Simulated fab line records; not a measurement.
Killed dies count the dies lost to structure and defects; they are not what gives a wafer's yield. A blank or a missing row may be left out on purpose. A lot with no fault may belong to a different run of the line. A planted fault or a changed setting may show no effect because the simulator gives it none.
Matching of chambers + flow nand_harc + ald_hk-01 running NHARC_A_CHANNEL_FILL_D1_ALD_16: 4 sister chambers
The step deposits SiO2, target thk 1.5 nm, pulse time 10 s, ald cycles 15. 14 wafers are shown with their chamber, then 7 later ones without.

== WAFERS PAIRED WITH THEIR CHAMBERS ==
| wafer  | chamber | heater_power_w (W) | precursor_pulse_height_rel |
|--------|---------|--------------------|----------------------------|
| L075.2 | 1       | 527                | 1.004                      |
| L075.3 | 0       | 427                | 1.021                      |
| L075.4 | 2       | 479                | 0.961                      |
| L077.1 | 1       | 535                | 1.018                      |
| L077.3 | 2       | 471                | 0.973                      |
| L077.4 | 0       | 425                | 1.008                      |
| L087.1 | 0       | 448                | 0.977                      |
| L087.3 | 1       | 496                | 0.997                      |
| L087.5 | 0       | 452                | 0.998                      |
| L088.1 | 2       | 480                | 0.969                      |
| L088.4 | 3       | 513                | 0.986                      |
| L088.5 | 3       | 497                | 1.024                      |
| L086.1 | 1       | 487                | 0.969                      |
| L086.2 | 3       | 511                | 1.005                      |

SIGNATURES (averages over the wafers above)
| reading                    | chamber 0 | chamber 1 | chamber 2 | chamber 3 | scatter within a chamber |
|----------------------------|-----------|-----------|-----------|-----------|--------------------------|
| heater_power_w             | 438.00    | 511.25    | 476.67    | 507.00    | 15.6                     |
| precursor_pulse_height_rel | 1.00100   | 0.99700   | 0.96767   | 1.00500   | 0.0176                   |
Rule: a wafer's distance from a chamber is the root of the sum, over the readings, of the square of ((its reading less the chamber's mean) divided by the reading's scatter). The wafer belongs to the nearest chamber; if the next one is less than 2 further off, it can't be placed. The scatter: take each reading less its chamber's mean, square it, sum over the shown wafers, divide by the number of wafers less the number of chambers, and take the root.

== WAFERS WITH NO CHAMBER GIVEN ==
| wafer  | heater_power_w (W) | precursor_pulse_height_rel |
|--------|--------------------|----------------------------|
| L086.6 | 492                | 0.997                      |
| L085.1 | 435                | 0.994                      |
| L085.4 | 485                | 1.014                      |
| L085.6 | 482                | 1.045                      |
| L096.1 | 475                | 0.961                      |
| L096.2 | 499                | 1.018                      |
| L096.6 | 491                | 0.990                      |

== EACH ONE'S CHAMBER ==
| wafer  | from the rows above               | in truth |
|--------|-----------------------------------|----------|
| L086.6 | can't be placed: 3 or 1 or 2      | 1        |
| L085.1 | 0                                 | 0        |
| L085.4 | can't be placed: 3 or 1 or 2 or 0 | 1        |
| L085.6 | can't be placed: 3 or 1 or 0 or 2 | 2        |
| L096.1 | 2                                 | 2        |
| L096.2 | can't be placed: 3 or 1           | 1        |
| L096.6 | can't be placed: 3 or 1 or 2      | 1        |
2 of 7 placed correctly. From these rows, 5 cannot be placed; in 5 the true chamber is one of the candidates. Number placed wrongly: 0.
